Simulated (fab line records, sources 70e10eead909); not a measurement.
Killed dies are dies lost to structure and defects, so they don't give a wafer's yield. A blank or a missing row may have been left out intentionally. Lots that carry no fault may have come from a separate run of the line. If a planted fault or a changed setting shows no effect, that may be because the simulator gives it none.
Matching of chambers ; flow nand-harc ; cmp-03 running NHARC_P_CONTACT_CMP_24: 4 sister chambers
The step polishes, t overpolish 30 s, target thk 200 nm. 8 wafers are shown with their chamber, then 7 later ones without.

WAFERS WITH THEIR CHAMBER
wafer;chamber;motor-current-A (A);time-to-endpoint-s (s)
L289.4;1;11.5;41.8
L291.6;0;13.4;38.3
L292.4;0;13.2;33.2
L292.5;3;12.8;37.3
L295.5;1;11.1;39.3
L295.6;2;10.9;41.6
L296.1;2;10.8;42.1
L296.4;3;13.1;43.8

WAFERS WHOSE CHAMBER IS MISSING
wafer;motor-current-A (A);time-to-endpoint-s (s)
L296.6;10.6;41.6
L297.1;13.3;36.7
L297.5;13.5;36.0
L297.6;12.6;41.8
L298.2;10.3;36.2
L298.4;13.1;38.5
L298.6;11.3;40.4

THE CHAMBER EACH PASSED THROUGH
wafer;from the rows above;in truth
L296.6;2;2
L297.1;can't be placed: 0 or 3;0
L297.5;0;0
L297.6;3;3
L298.2;can't be placed: 2 or 1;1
L298.4;can't be placed: 3 or 0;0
L298.6;1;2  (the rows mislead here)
Correctly placed: 3 of 7. Unplaceable from these rows: 3, with the true chamber sitting among the candidates in 3. Number placed wrongly: 1.
How it was worked out, from the rows above alone: a wafer's distance from a chamber is the root of the sum, over the readings, of the square of ((its reading less the chamber's mean) divided by the reading's scatter). If the next closest chamber is less than 2 further off than the closest, the wafer can't be placed; otherwise it belongs to the closest. Each chamber's mean is taken over the wafers shown for it. How the scatter is found: for the shown wafers, subtract from each reading the mean of its chamber, square and add these, divide the total by (wafers less chambers), then take the root.
